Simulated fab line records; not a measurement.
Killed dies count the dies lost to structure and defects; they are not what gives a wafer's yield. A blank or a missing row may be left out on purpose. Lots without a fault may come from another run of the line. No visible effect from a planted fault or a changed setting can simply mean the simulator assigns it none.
Which tool did it?	flow nand_harc	42 wafers from 14 lots sampled at 5 of the route's 1302 steps

== WHAT THE GAUGES READ, wafer by wafer ==
NHARC_THIN_TSV_CD_MEAS_12 targets a cd of 1000 nm. Usual: cd_nm reads 1002.0 nm (standard deviation 2.4).
lot	measured	on	cd_nm (nm)	flag
L870	day 24 10:08	cd_sem-03	1004.1 1004.4 1006.4	
L869	day 24 16:07	cd_sem-03	1002.1 1003.5 1001.2	
L871	day 25 11:19	cd_sem-01	998.8 1000.2 1000.9	
L873	day 25 16:55	cd_sem-03	1004.0 1001.2 998.7	
L876	day 26 07:57	cd_sem-03	1005.0 1004.0 1007.8	
L875	day 26 09:17	cd_sem-03	998.7 1000.0 1000.9	
L878	day 28 04:48	cd_sem-01	998.0 998.8 1002.1	
L883	day 29 21:51	cd_sem-03	1001.0 1002.8 1004.3	
L884	day 31 13:03	cd_sem-02	1003.2	
L885	day 32 02:35	cd_sem-03	999.6	
L886	day 32 03:38	cd_sem-03	1002.2 1002.8 1003.6	
L887	day 32 11:48	cd_sem-01	1000.3 1003.7 998.7	
L888	day 32 13:05	cd_sem-01	1004.8 1004.6 1000.2	
L891	day 33 02:52	cd_sem-02	1001.4 1006.4 1004.7	

NHARC_END_SORT_01. Usual: killed_at_array 61, standard deviation 24; killed_at_other 1.2, standard deviation 1.3; killed_at_periphery 3.7, standard deviation 2.6; killed_dies 66, standard deviation 23; killed_open 3.3, standard deviation 1.8; killed_short 2.4, standard deviation 1.6.
lot	measured	on	killed_at_array	killed_at_other	killed_at_periphery	killed_dies	killed_open	killed_short	flag
L884	day 32 06:49	prober-02	70 671 671	0 1 0	3 5 6	73 677 677	3 4 0	0 3 5	OFF
L885	day 32 17:28	prober-01	672 56 672	1 0 0	4 3 5	677 59 677	5 4 4	1 5 1	OFF

== EACH LOT AND THE TOOL THAT RAN IT (in order: tool; ch and the chambers of the sampled wafers; start) ==
lot	NHARC_A_SLIT_DEP_00	NHARC_A_BONDPAD_PVD_27	NHARC_THIN_TSV_PVD_19
L870	acl_dep-03 ch 0, day 20 07:19	pvd_sputter-02, day 24 10:08 or earlier	pvd_sputter-02, no start
L869	acl_dep-01 ch 0, day 20 07:31	pvd_sputter-03, day 24 16:07 or earlier	pvd_sputter-01, no start
L871	acl_dep-02 ch 0, day 21 07:35	pvd_sputter-02, day 25 11:19 or earlier	pvd_sputter-02, no start
L873	acl_dep-01 ch 0, day 21 10:11	pvd_sputter-02, day 25 16:55 or earlier	pvd_sputter-01, no start
L876	acl_dep-03 ch 0, day 21 23:41	pvd_sputter-03, day 26 07:57 or earlier	pvd_sputter-01, no start
L875	acl_dep-01 ch 0, day 22 02:02	pvd_sputter-02, day 26 09:17 or earlier	pvd_sputter-03, no start
L878	acl_dep-03 ch 0, day 24 04:37	pvd_sputter-03, day 28 04:48 or earlier	pvd_sputter-02, no start
L883	acl_dep-02 ch 0, day 25 23:12	pvd_sputter-01, day 29 21:51 or earlier	pvd_sputter-02, no start
L884	acl_dep-01 ch 0, day 27 07:07	pvd_sputter-01, day 31 13:03 or earlier	pvd_sputter-03, day 32 06:49 or earlier
L885	acl_dep-01 ch 0, day 27 15:28	pvd_sputter-02, day 32 02:35 or earlier	pvd_sputter-01, day 32 17:28 or earlier
L886	acl_dep-02 ch 0, day 27 18:12	pvd_sputter-03, day 32 03:38 or earlier	pvd_sputter-03, no start
L887	acl_dep-02 ch 0, day 27 22:31	pvd_sputter-01, day 32 11:48 or earlier	pvd_sputter-02, no start
L888	acl_dep-03 ch 0, day 27 22:45	pvd_sputter-02, day 32 13:05 or earlier	pvd_sputter-03, no start
L891	acl_dep-02 ch 0, day 28 20:38	pvd_sputter-01, day 33 02:52 or earlier	pvd_sputter-02, no start
- NHARC_A_SLIT_DEP_00: deposits aC, target thk 6200 nm.
- NHARC_A_BONDPAD_PVD_27: deposits Cu, target thk 30 nm, time 20.49 s.
- NHARC_THIN_TSV_PVD_19: deposits TaN, target thk 20 nm.

== WHAT THE TOOLS THEMSELVES READ (means of the sampled wafers that have a number; where no wafer has one, the mark that the record gives instead) ==
NHARC_A_SLIT_DEP_00. Usual: throttle_valve_pct reads 35.000 % (standard deviation 0.0092).
lot	tool	throttle_valve_pct (%)	flag
L870	acl_dep-03	35.007	
L869	acl_dep-01	35.001	
L871	acl_dep-02	34.994	
L873	acl_dep-01	35.005	
L876	acl_dep-03	34.999	
L875	acl_dep-01	34.999	
L878	acl_dep-03	35.000	
L883	acl_dep-02	35.001	
L884	acl_dep-01	34.997	
L885	acl_dep-01	35.002	
L886	acl_dep-02	34.989	
L887	acl_dep-02	35.004	
L888	acl_dep-03	34.991	
L891	acl_dep-02	34.992	

NHARC_A_BONDPAD_PVD_27. Usual: throttle_valve_pct reads 29.6 % (standard deviation 1.1).
lot	tool	throttle_valve_pct (%)	flag
L870	pvd_sputter-02	28.7	
L869	pvd_sputter-03	29.3	
L871	pvd_sputter-02	29.1	
L873	pvd_sputter-02	29.2	
L876	pvd_sputter-03	29.1	
L875	pvd_sputter-02	28.6	
L878	pvd_sputter-03	29.2	
L883	pvd_sputter-01	31.4	
L884	pvd_sputter-01	31.8	
L885	pvd_sputter-02	28.2	
L886	pvd_sputter-03	30.0	
L887	pvd_sputter-01	30.6	
L888	pvd_sputter-02	28.7	
L891	pvd_sputter-01	30.9	

NHARC_THIN_TSV_PVD_19. Usual: throttle_valve_pct reads 29.8 % (standard deviation 1.2).
lot	tool	throttle_valve_pct (%)	flag
L870	pvd_sputter-02	29.0	
L869	pvd_sputter-01	31.0	
L871	pvd_sputter-02	28.6	
L873	pvd_sputter-01	31.3	
L876	pvd_sputter-01	30.8	
L875	pvd_sputter-03	29.4	
L878	pvd_sputter-02	29.3	
L883	pvd_sputter-02	29.6	
L884	pvd_sputter-03	30.4	
L885	pvd_sputter-01	31.7	
L886	pvd_sputter-03	29.6	
L887	pvd_sputter-02	29.1	
L888	pvd_sputter-03	29.9	
L891	pvd_sputter-02	29.1	

== THE ANSWER, worked out from the rows above alone ==
Rule: a lot counts as off when the mean over its wafers that have a number is more than 3 standard deviations away from the usual mean. A lot without any number at a reading at which 4 lots or more have one is off too. Any other lot the step has rows for is counted as sound. The gauges are gone through in route order, then the tools' own readings, and for those a lot's mean is taken as printed above. At the first step where some lot is off, the reading lying furthest off is the one used; lots without a number count as furthest.
Off: L884, L885, at NHARC_END_SORT_01 (killed_dies). Neither off nor sound, because the step has no rows for them: L870, L869, L871, L873, L876, L875, L878, L883, L886, L887, L888, L891.
A tool fits if, at a process step before that reading, it ran every lot that is off, and no sound lot after the first of them. Those tools and the gauges at NHARC_END_SORT_01 are tried in the same way. Because NHARC_A_BONDPAD_PVD_27 lacks a start for some lots, the hours and order of its lots are taken from NHARC_THIN_TSV_CD_MEAS_12. Because NHARC_THIN_TSV_PVD_19 lacks a start for some lots, the hours and order of its lots are taken from NHARC_END_SORT_01. One fits: NHARC_A_SLIT_DEP_00 on acl_dep-01. It ran no sound lot before its first lot that is off in this sample, so the start can't be narrowed down.

== WHAT HAD BEEN PUT IN BY THE SIMULATOR ==
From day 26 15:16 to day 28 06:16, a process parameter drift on acl_dep-01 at NHARC_A_SLIT_DEP_00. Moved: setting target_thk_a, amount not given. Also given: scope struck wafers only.
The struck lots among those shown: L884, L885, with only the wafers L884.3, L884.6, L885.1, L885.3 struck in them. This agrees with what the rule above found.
